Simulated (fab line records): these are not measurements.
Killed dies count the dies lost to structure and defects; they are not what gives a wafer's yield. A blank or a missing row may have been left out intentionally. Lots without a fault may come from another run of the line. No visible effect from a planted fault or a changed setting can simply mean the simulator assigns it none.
fab line records + flow nand-harc
[record]
- lots = 13
- wafers = 39
- last-day = 24
route steps=1159 shown P_STI@90 P_GATE@132 END@1159
lots untouched by any fault: they come from a run of this same line in which no faults occurred
start-h: the number of hours between the record's first day and the start of the first shown wafer of the lot + wait-h: time in hours since the lot's previous step + " as in the row above + L1.1+2: several wafers, shown together as one row + - no value, or no start was given + * or withheld: withheld + < > ~ a bound
route shown NAME@n: NAME is a module with steps in the file, n the number in the route of the first one + usual: average and standard deviation across the fault-free wafers + same: alike in all rows + chamber/n: place in a boat + sites: per-site readings + _std_site: the standard deviation of these + _edge_site: inner sites' mean taken away from outer sites' mean + radius-mm: how far each site lies from the wafer's centre + mask NAME#n: copy n + behind: tool/chamber where the wafer was last shaped + hold: why the lot was held/for how many hours/how that ended + device: the n, p or np transistor that did not switch + end of line: the route-end tests of the same wafers + step lacking rows: just its recipe + killed: not the wafer's yield, but the dies lost to structure and defects at the first sort + map: the dies of a wafer, with x for killed, . for not killed, _ for no die there
set.NAME: the setting that was run; set.NAME@STEP: the one run at that earlier step + model.NAME: the simulator's own value behind a step, which no gauge read
the route's steps for a sample of lots (tables are steps, rows are wafers)
services: the hour from which a tool's chamber was out of use, counted from the record's first day as start-h (under 0 if before that day), plus the number of hours and why
[[steps]]
[step NHARC_P_STI_ETCH_15]
[recipe]
- target-depth-a = 3000
- taper-deg = 4
- time-s = 100.1
- hbr-flow-sccm = 150
- cl2-flow-sccm = 50
- rf-w = 400
- icp-w = 400
- bias-w = 100
- chemistry = HBr/Cl2
[usual]
- drypump-motor-current-A = 5.5/0.41
- oes-product-au = 1.004/0.0084
- throttle-valve-pct = 26.405/0.0091
| lot.wafer | tool      | chamber | start-h | wait-h | drypump-motor-current-A | oes-product-au | rf-hours-counter-h | throttle-valve-pct |
|-----------|-----------|---------|---------|--------|-------------------------|----------------|--------------------|--------------------|
| L745.1    | rie-si-06 | 0       | 40.31   | -      | 5.5                     | 0.996          | 0.1                | 26.409             |
| L745.3    | "         | 1       | "       | "      | 5.5                     | 0.994          | 0.1                | 26.407             |
| L745.6    | "         | 3       | "       | "      | 6.2                     | 0.997          | -                  | 26.408             |
| L744.1    | rie-si-01 | 1       | 40.51   | -      | 5.2                     | 0.998          | 0.6                | 26.403             |
| L744.4    | "         | 2       | "       | "      | 5.8                     | 1.006          | 0.6                | 26.420             |
| L744.5    | "         | 0       | "       | "      | 5.3                     | 0.999          | -                  | 26.402             |
| L746.4    | rie-si-06 | 3       | 52.29   | -      | 6.2                     | 0.999          | 0.2                | 26.385             |
| L746.2    | "         | 1       | "       | "      | 5.5                     | 0.995          | 0.2                | 26.413             |
| L746.6    | "         | 0       | "       | "      | 5.5                     | 0.992          | -                  | 26.410             |
| L747.2    | rie-si-01 | 3       | 52.46   | -      | 5.6                     | 1.020          | 0.6                | 26.412             |
| L747.4    | "         | 1       | "       | "      | 5.2                     | 1.004          | 0.7                | 26.387             |
| L747.5    | "         | 0       | "       | "      | 5.3                     | 1.009          | -                  | 26.409             |
| L748.4    | rie-si-03 | 1       | 60.36   | -      | 5.7                     | 0.996          | 0.4                | 26.404             |
| L748.1    | "         | 2       | "       | "      | 5.8                     | 1.010          | 0.5                | 26.407             |
| L748.3    | "         | 3       | "       | "      | 5.0                     | 1.011          | 0.6                | 26.405             |
| L750.2    | rie-si-06 | 3       | 71.32   | -      | 6.2                     | 1.001          | 0.3                | 26.402             |
| L750.5    | "         | 1       | "       | "      | 5.6                     | 1.004          | -                  | 26.423             |
| L750.6    | "         | 2       | "       | "      | 4.8                     | 1.003          | -                  | 26.413             |
| L751.1    | rie-si-01 | 2       | 77.56   | -      | 5.8                     | 1.004          | 0.9                | 26.390             |
| L751.4    | "         | 0       | "       | "      | 5.3                     | 1.002          | 0.9                | 26.406             |
| L751.6    | "         | 2       | "       | "      | 5.9                     | 0.991          | -                  | 26.403             |
| L752.3    | rie-si-01 | 1       | 85.41   | -      | 5.2                     | 0.992          | 1.1                | 26.405             |
| L752.2    | "         | 2       | "       | "      | 5.9                     | 0.998          | 1.0                | 26.411             |
| L752.5    | "         | 1       | "       | "      | 5.2                     | 0.997          | -                  | 26.395             |
| L754.2    | rie-si-03 | 2       | 98.35   | -      | 5.8                     | 1.004          | 0.8                | 26.401             |
| L754.1    | "         | 0       | "       | "      | 6.3                     | 1.010          | 0.7                | 26.408             |
| L754.6    | "         | 3       | "       | "      | 5.0                     | 1.017          | -                  | 26.405             |
| L758.3    | rie-si-03 | 0       | 122.13  | -      | 6.3                     | 1.015          | 0.8                | 26.405             |
| L758.1    | "         | 1       | "       | "      | 5.6                     | 1.008          | 0.7                | 26.406             |
| L758.6    | "         | 2       | "       | "      | 5.7                     | 1.014          | -                  | 26.422             |
| L763.4    | rie-si-01 | 3       | 153.30  | -      | 5.6                     | 0.991          | 0.1                | 26.385             |
| L763.2    | "         | 0       | "       | "      | 5.3                     | 0.997          | 0.2                | 26.409             |
| L763.5    | "         | 3       | "       | "      | 5.7                     | 0.993          | -                  | 26.390             |
| L765.2    | rie-si-06 | 2       | 162.19  | -      | 4.8                     | 0.994          | 1.1                | 26.403             |
| L765.1    | "         | 3       | "       | "      | 6.2                     | 0.997          | 1.1                | 26.414             |
| L765.3    | "         | 0       | "       | "      | 5.6                     | 0.992          | 0.9                | 26.404             |
| L766.1    | rie-si-03 | 2       | 167.54  | -      | 5.8                     | 1.001          | 0.0                | 26.403             |
| L766.6    | "         | 2       | "       | "      | 5.8                     | 1.013          | -                  | 26.415             |
| L766.5    | "         | 3       | "       | "      | 5.0                     | 1.017          | -                  | 26.397             |
[step NHARC_P_STI_OCD_MEAS_43]
[usual]
- trench-depth-nm = 302/3.6
- trench-foot-cd-nm = 156.3/2.2
| lot.wafer | tool   | chamber | start-h | wait-h | trench-depth-nm | trench-foot-cd-nm |
|-----------|--------|---------|---------|--------|-----------------|-------------------|
| L745.1    | ocd-02 | -       | 41.03   | -      | 302             | 155.7             |
| L745.3    | "      | -       | "       | "      | 296             | 160.9             |
| L745.6    | "      | -       | "       | "      | 301             | 155.7             |
| L744.1    | ocd-01 | -       | 41.24   | -      | 299             | 152.2             |
| L744.4    | "      | -       | "       | "      | 304             | 149.8             |
| L744.5    | "      | -       | "       | "      | 298             | 155.1             |
| L746.2    | ocd-01 | -       | 53.05   | -      | 296             | 158.1             |
| L746.4    | "      | -       | "       | "      | 301             | 157.3             |
| L746.6    | "      | -       | "       | "      | 301             | 155.9             |
| L747.2    | ocd-02 | -       | 53.22   | -      | 310             | 153.2             |
| L747.4    | "      | -       | "       | "      | 302             | 156.4             |
| L747.5    | "      | -       | "       | "      | 306             | 154.3             |
| L748.1    | ocd-02 | -       | 61.12   | -      | 302             | 159.5             |
| L748.3    | "      | -       | "       | "      | 310             | 155.6             |
| L748.4    | "      | -       | "       | "      | 301             | 158.8             |
| L750.2    | ocd-01 | -       | 72.05   | -      | 300             | 157.7             |
| L750.5    | "      | -       | "       | "      | 296             | 157.8             |
| L750.6    | "      | -       | "       | "      | 302             | 156.7             |
| L751.1    | ocd-02 | -       | 78.32   | -      | 301             | 156.3             |
| L751.4    | "      | -       | "       | "      | 302             | 155.2             |
| L751.6    | "      | -       | "       | "      | 298             | 159.6             |
| L752.2    | ocd-02 | -       | 86.15   | -      | 302             | 158.2             |
| L752.3    | "      | -       | "       | "      | 299             | 155.7             |
| L752.5    | "      | -       | "       | "      | 300             | 157.9             |
| L754.1    | ocd-02 | -       | 99.11   | -      | 303             | 156.8             |
| L754.2    | "      | -       | "       | "      | 302             | 155.2             |
| L754.6    | "      | -       | "       | "      | 310             | 153.3             |
| L758.1    | ocd-01 | -       | 122.86  | -      | 307             | 157.3             |
| L758.3    | "      | -       | "       | "      | 308             | 155.9             |
| L758.6    | "      | -       | "       | "      | 304             | 156.6             |
| L763.2    | ocd-02 | -       | 154.06  | -      | 299             | 156.9             |
| L763.4    | "      | -       | "       | "      | 299             | 157.3             |
| L763.5    | "      | -       | "       | "      | 300             | 155.5             |
| L765.1    | ocd-01 | -       | 162.93  | -      | 300             | 157.9             |
| L765.2    | "      | -       | "       | "      | 296             | 161.1             |
| L765.3    | "      | -       | "       | "      | 298             | 158.8             |
| L766.1    | ocd-01 | -       | 168.29  | -      | 302             | 157.7             |
| L766.5    | "      | -       | "       | "      | 306             | 154.2             |
| L766.6    | "      | -       | "       | "      | 305             | 157.9             |
[step NHARC_P_GATE_DEP_103]
[recipe]
- target-thk-a = 300
- target-thk-nm = 30
- temp-c = 400
- flow-sccm = 200
- rf-w = 350
- material = SiON
[usual]
- heater-power-outer-w = 463/46
- heater-power-w = 756/59
- susceptor-temp-C = 399.99/0.22
| lot.wafer | tool     | chamber | start-h | wait-h | heater-power-outer-w | heater-power-w | susceptor-temp-C |
|-----------|----------|---------|---------|--------|----------------------|----------------|------------------|
| L744.1    | pecvd-02 | 0       | 88.49   | 0.6    | 462                  | 716            | 400.22           |
| L744.4    | "        | 2       | "       | "      | 516                  | 827            | 399.91           |
| L744.5    | "        | 1       | "       | "      | 501                  | 732            | 399.70           |
| L745.3    | pecvd-04 | 0       | 88.51   | 0.4    | 452                  | 773            | 399.90           |
| L745.1    | "        | 1       | "       | "      | 466                  | 813            | 399.85           |
| L745.6    | "        | 2       | "       | "      | 481                  | 722            | 399.86           |
| L746.2    | pecvd-01 | 1       | 105.23  | 0.5    | 461                  | 760            | 399.88           |
| L746.4    | "        | 0       | "       | "      | 415                  | 701            | 399.78           |
| L746.6    | "        | 1       | "       | "      | 450                  | 756            | 399.65           |
| L747.2    | pecvd-04 | 2       | 105.34  | 0.5    | 486                  | 736            | 399.86           |
| L747.4    | "        | 1       | "       | "      | 477                  | 809            | 399.83           |
| L747.5    | "        | 2       | "       | "      | 483                  | 709            | 399.64           |
| L748.3    | pecvd-02 | 2       | 108.51  | 0.3    | 524                  | 895            | 400.11           |
| L748.1    | "        | 1       | "       | "      | 535                  | 776            | 400.19           |
| L748.4    | "        | 0       | "       | "      | 473                  | 711            | 400.05           |
| L750.2    | pecvd-04 | 1       | 116.50  | 0.5    | 444                  | 747            | 400.17           |
| L750.5    | "        | 2       | "       | "      | 509                  | 764            | 400.19           |
| L750.6    | "        | 0       | "       | "      | 470                  | 771            | 400.15           |
| L751.1    | pecvd-01 | 2       | 133.27  | 0.6    | 471                  | 823            | 400.12           |
| L751.4    | "        | 0       | "       | "      | 391                  | 655            | 399.86           |
| L751.6    | "        | 1       | "       | "      | 410                  | 724            | 399.81           |
| L752.3    | pecvd-01 | 2       | 141.49  | 0.3    | 460                  | 807            | 399.77           |
| L752.2    | "        | 0       | "       | "      | 432                  | 717            | 400.31           |
| L752.5    | "        | 1       | "       | "      | 450                  | 753            | 399.86           |
| L752.3    | pecvd-01 | 2       | 141.85  | 0.3    | 459                  | 836            | 400.06           |
| L752.2    | "        | 0       | "       | "      | 425                  | 695            | 399.89           |
| L752.5    | "        | 1       | "       | "      | 441                  | 750            | 400.00           |
| L754.2    | pecvd-01 | 2       | 152.45  | 0.4    | 420                  | 749            | 399.96           |
| L754.1    | "        | 0       | "       | "      | 417                  | 695            | 400.01           |
| L754.6    | "        | 0       | "       | "      | 425                  | 716            | 399.68           |
| L758.3    | pecvd-04 | 0       | 168.23  | 0.3    | 427                  | 752            | 399.94           |
| L758.1    | "        | 2       | "       | "      | 470                  | 711            | 400.07           |
| L758.6    | "        | 1       | "       | "      | 493                  | 825            | 400.37           |
| L758.3    | pecvd-04 | 0       | 168.60  | 0.3    | 457                  | 742            | 399.95           |
| L758.1    | "        | 2       | "       | "      | 462                  | 720            | 400.14           |
| L758.6    | "        | 1       | "       | "      | 485                  | 820            | 399.85           |
| L763.2    | pecvd-01 | 1       | 209.95  | 0.4    | 470                  | 807            | 400.07           |
| L763.5    | "        | 1       | "       | "      | 458                  | 785            | 400.10           |
| L763.4    | "        | 0       | "       | "      | 413                  | 690            | 399.83           |
| L763.2    | pecvd-01 | 1       | 210.40  | 0.4    | 463                  | 783            | 399.72           |
| L763.5    | "        | 1       | "       | "      | 469                  | 767            | 400.45           |
| L763.4    | "        | 0       | "       | "      | 411                  | 690            | 399.92           |
| L765.1    | pecvd-04 | 2       | 216.55  | 0.6    | 474                  | 699            | 399.77           |
| L765.2    | "        | 0       | "       | "      | 389                  | 702            | 400.32           |
| L765.3    | "        | 1       | "       | "      | 457                  | 745            | 399.83           |
| L766.1    | pecvd-01 | 2       | 216.56  | 0.6    | 466                  | 806            | 400.50           |
| L766.5    | "        | 2       | "       | "      | 466                  | 811            | 399.96           |
| L766.6    | "        | 0       | "       | "      | 343                  | 595            | 400.00           |
[step NHARC_P_GATE_INSPECT_28]
[usual]
- raw-defect-count = 6.2/2.9
| lot.wafer | tool              | chamber | start-h | wait-h | raw-defect-count |
|-----------|-------------------|---------|---------|--------|------------------|
| L744.1    | defect-inspect-01 | -       | 89.26   | 0.0    | 5                |
| L744.4    | "                 | -       | "       | "      | 12               |
| L744.5    | "                 | -       | "       | "      | 3                |
| L745.1    | defect-inspect-01 | -       | 89.41   | 0.0    | 9                |
| L745.3    | "                 | -       | "       | "      | 9                |
| L745.6    | "                 | -       | "       | "      | 10               |
| L746.2    | defect-inspect-01 | -       | 106.02  | 0.0    | 5                |
| L746.4    | "                 | -       | "       | "      | 10               |
| L746.6    | "                 | -       | "       | "      | 3                |
| L747.2    | defect-inspect-02 | -       | 106.17  | 0.0    | 8                |
| L747.4    | "                 | -       | "       | "      | 1                |
| L747.5    | "                 | -       | "       | "      | 10               |
| L748.1    | defect-inspect-02 | -       | 109.32  | 0.0    | 2                |
| L748.3    | "                 | -       | "       | "      | 1                |
| L748.4    | "                 | -       | "       | "      | 2                |
| L750.2    | defect-inspect-01 | -       | 117.13  | 0.0    | 6                |
| L750.5    | "                 | -       | "       | "      | 8                |
| L750.6    | "                 | -       | "       | "      | 2                |
| L751.1    | defect-inspect-02 | -       | 134.08  | 0.0    | 7                |
| L751.4    | "                 | -       | "       | "      | 8                |
| L751.6    | "                 | -       | "       | "      | 8                |
| L752.2    | defect-inspect-01 | -       | 142.60  | 0.0    | 8                |
| L752.3    | "                 | -       | "       | "      | 8                |
| L752.5    | "                 | -       | "       | "      | 5                |
| L754.1    | defect-inspect-02 | -       | 153.25  | 0.0    | 8                |
| L754.2    | "                 | -       | "       | "      | 6                |
| L754.6    | "                 | -       | "       | "      | 4                |
| L758.1    | defect-inspect-01 | -       | 169.35  | 0.0    | 10               |
| L758.3    | "                 | -       | "       | "      | 12               |
| L758.6    | "                 | -       | "       | "      | 6                |
| L763.2    | defect-inspect-01 | -       | 211.14  | 0.0    | 5                |
| L763.4    | "                 | -       | "       | "      | 7                |
| L763.5    | "                 | -       | "       | "      | 10               |
| L765.1    | defect-inspect-02 | -       | 217.35  | 0.0    | 4                |
| L765.2    | "                 | -       | "       | "      | 2                |
| L765.3    | "                 | -       | "       | "      | 6                |
| L766.1    | defect-inspect-02 | -       | 217.50  | 0.0    | 7                |
| L766.5    | "                 | -       | "       | "      | 10               |
| L766.6    | "                 | -       | "       | "      | 7                |
[step NHARC_END_SORT_01]
[recipe]
- temp-c = 25
[usual]
- killed-at-array = 26/9
- killed-at-other = 0.8/1.2
- killed-at-periphery = 3.2/2.3
- killed-dies = 30/9.1
- killed-open = 3.5/2
- killed-short = 1.8/1.4
[same]
- gross-dies = 677
| lot.wafer | tool      | chamber | start-h | wait-h | killed-at-array | killed-at-other | killed-at-periphery | killed-dies | killed-open | killed-short |
|-----------|-----------|---------|---------|--------|-----------------|-----------------|---------------------|-------------|-------------|--------------|
| L746.2    | prober-02 | 0       | 455.39  | 2.8    | 25              | 2               | 1                   | 28          | 2           | 0            |
| L746.4    | prober-02 | 0       | 456.98  | 3.4    | 27              | 2               | 2                   | 31          | 3           | 0            |
| L746.6    | prober-02 | 0       | 458.57  | 4.0    | 23              | 0               | 3                   | 26          | 6           | 2            |
| L758.1    | prober-01 | 0       | 521.96  | 2.6    | 42              | 1               | 3                   | 46          | 5           | 2            |
| L758.3    | prober-01 | 0       | 523.55  | 3.1    | 38              | 0               | 2                   | 40          | 2           | 4            |
| L758.6    | prober-01 | 0       | 525.93  | 4.0    | 42              | 0               | 2                   | 44          | 5           | 1            |
// killed by level:class
L746.2 A_CHANNEL_HOLE_D1:chamber-film-flake=16 A_CONTACT:chamber-film-flake=4 A_CHANNEL_FILL_D1:chamber-film-flake=2 THIN_TSV:chamber-film-flake=2 A_ONON_D1:geometric-particle:open=1 A_M1:geometric-particle:open=1 P_BONDPAD:chamber-film-flake=1 A_ZERO_WELL:chamber-film-flake=1
L746.4 A_CHANNEL_HOLE_D1:chamber-film-flake=12 A_CONTACT:chamber-film-flake=9 A_CHANNEL_FILL_D1:chamber-film-flake=2 THIN_TSV:chamber-film-flake=2 P_CONTACT:geometric-particle:open=1 P_M0:geometric-particle:open=1 A_CONTACT:geometric-particle:open=1 A_ZERO_WELL:chamber-film-flake=1
L746.6 A_CHANNEL_HOLE_D1:chamber-film-flake=10 A_CONTACT:chamber-film-flake=4 P_M1:geometric-particle:open=2 A_WL_FILL:geometric-particle:short=2 A_ONON_D1:geometric-particle:open=1 A_CHANNEL_FILL_D1:geometric-particle:open=1 A_CONTACT:geometric-particle:open=1 A_BLC:geometric-particle:open=1
L758.1 A_CHANNEL_HOLE_D1:chamber-film-flake=18 A_SGD_CUT:chamber-film-flake=10 A_STAIRCASE:chamber-film-flake=4 A_CONTACT:chamber-film-flake=4 A_M0:geometric-particle:open=2 P_GATE:geometric-particle:open=1 A_ONON_D1:geometric-particle:open=1 A_CHANNEL_HOLE_D1:geometric-particle:open=1
L758.3 A_CHANNEL_HOLE_D1:chamber-film-flake=20 A_SGD_CUT:chamber-film-flake=6 A_STAIRCASE:chamber-film-flake=3 A_CONTACT:chamber-film-flake=3 P_M2:geometric-particle:open=1 A_ONON_D1:geometric-particle:short=1 A_CHANNEL_FILL_D1:geometric-particle:short=1 A_SGD_CUT:geometric-particle:short=1
L758.6 A_CHANNEL_HOLE_D1:chamber-film-flake=24 A_STAIRCASE:chamber-film-flake=5 A_SGD_CUT:chamber-film-flake=5 A_CONTACT:chamber-film-flake=3 P_STI:geometric-particle:open=2 A_SGD_CUT:geometric-particle:open=2 A_CHANNEL_HOLE_D1:geometric-particle:short=1 A_CONTACT:geometric-particle:open=1
[[services]]
| tool      | chamber | start-h | hours | kind       |
|-----------|---------|---------|-------|------------|
| rie-si-03 | 2       | 43.29   | 4.8   | repair     |
| pecvd-01  | -       | 56.35   | 13.0  | pm         |
| pecvd-01  | 0       | 56.35   | 13.0  | vent-cycle |
| pecvd-01  | 1       | 56.35   | 13.0  | vent-cycle |
| pecvd-01  | 2       | 56.35   | 13.0  | vent-cycle |
| pecvd-01  | 0       | 69.35   | -     | clean      |
| pecvd-01  | 1       | 69.35   | -     | clean      |
| pecvd-01  | 2       | 69.35   | -     | clean      |
| rie-si-03 | 3       | 73.56   | 4.9   | repair     |
| rie-si-03 | -       | 89.57   | 4.5   | repair     |
| rie-si-06 | 1       | 105.88  | 3.5   | repair     |
| pecvd-01  | -       | 116.58  | 0.5   | repair     |
| rie-si-03 | -       | 126.60  | 0.5   | repair     |
| rie-si-01 | -       | 127.00  | 9.0   | pm         |
| rie-si-01 | 3       | 140.92  | 3.9   | repair     |
| rie-si-06 | 0       | 144.89  | 10.0  | repair     |
| pecvd-02  | -       | 153.27  | 13.0  | pm         |
| rie-si-03 | -       | 155.00  | 9.0   | pm         |
| pecvd-01  | 2       | 162.74  | 15.2  | repair     |
| rie-si-01 | 1       | 166.80  | 6.3   | repair     |
| pecvd-04  | -       | 179.92  | 1.1   | repair     |
| rie-si-06 | -       | 183.00  | 9.0   | pm         |
| pecvd-02  | -       | 190.50  | 2.5   | repair     |
| pecvd-04  | -       | 195.32  | 13.0  | pm         |
[[key]]
[first-sign]
- step = NHARC_P_GATE_DEP_103
- reading = visit
- direction = added
effect none on later readings
met-at NHARC_P_GATE_DEP_103
struck-lots L752,L758,L763
tester-left-out L752,L758,L763
not-acting-at NHARC_P_STI_ETCH_15,NHARC_P_STI_OCD_MEAS_43,NHARC_P_GATE_INSPECT_28
[fault]
- kind = repeated-step-whole
- tool = pecvd-01,pecvd-02,pecvd-04
- chamber = -
- onset-h = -
- steps = NHARC_P_GATE_DEP_103
- times = 1
- scope = struck-lots-only
// tester-left-out: of these lots the tester's yield and bins aren't shown, on N5 and GAA mostly nor the transistor test; their killed dies are dies lost to structure and defects alone, not to doping, threshold or leakage, so they don't give the yield
